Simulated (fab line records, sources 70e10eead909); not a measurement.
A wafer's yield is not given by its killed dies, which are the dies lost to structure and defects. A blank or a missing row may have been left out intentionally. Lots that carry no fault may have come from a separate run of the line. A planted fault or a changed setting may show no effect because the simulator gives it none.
Matching of chambers + flow nand-harc + NHARC_A_STAIRCASE_DEP_151 on pecvd-01 has 3 sister chambers
The step deposits SiO2, target thk 3800 nm. 14 wafers are shown with their chamber, then 7 later ones without.

== WAFERS WITH THEIR CHAMBER ==
| wafer  | chamber | heater-power-w (W) |
|--------|---------|--------------------|
| L077.1 | 1       | 746                |
| L077.2 | 0       | 682                |
| L077.3 | 2       | 714                |
| L078.1 | 2       | 751                |
| L078.4 | 1       | 726                |
| L078.6 | 0       | 562                |
| L080.1 | 2       | 650                |
| L080.4 | 0       | 557                |
| L080.5 | 2       | 608                |
| L084.3 | 2       | 728                |
| L084.4 | 1       | 702                |
| L084.5 | 2       | 612                |
| L089.1 | 2       | 661                |
| L089.3 | 1       | 806                |

SIGNATURES, as means of the wafers listed above
| reading        | chamber 0 | chamber 1 | chamber 2 | scatter within a chamber |
|----------------|-----------|-----------|-----------|--------------------------|
| heater-power-w | 600.33    | 745.00    | 674.86    | 56.7                     |
Rule: for each reading, subtract the chamber's mean from the wafer's reading, divide by that reading's scatter and square the result; add these up over the readings and take the root, which gives the wafer's distance from the chamber. If the next closest chamber is less than 2 further off than the closest, the wafer can't be placed; otherwise it belongs to the closest. How the scatter is found: for the shown wafers, subtract from each reading the mean of its chamber, square and add these, divide the total by (wafers less chambers), then take the root.

== WAFERS WHOSE CHAMBER IS MISSING ==
| wafer  | heater-power-w (W) |
|--------|--------------------|
| L089.4 | 570                |
| L093.1 | 789                |
| L093.2 | 625                |
| L093.3 | 673                |
| L095.3 | 807                |
| L095.4 | 583                |
| L095.6 | 618                |

== CHAMBER TAKEN BY EACH ==
| wafer  | from the rows above          | in truth |
|--------|------------------------------|----------|
| L089.4 | can't be placed: 0 or 2      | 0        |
| L093.1 | can't be placed: 1 or 2      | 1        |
| L093.2 | can't be placed: 0 or 2 or 1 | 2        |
| L093.3 | can't be placed: 2 or 1 or 0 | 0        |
| L095.3 | can't be placed: 1 or 2      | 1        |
| L095.4 | can't be placed: 0 or 2      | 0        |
| L095.6 | can't be placed: 0 or 2 or 1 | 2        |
Correct placement for 0 of the 7. Unplaceable from these rows: 7, with the true chamber sitting among the candidates in 7. Placed wrongly: 0.
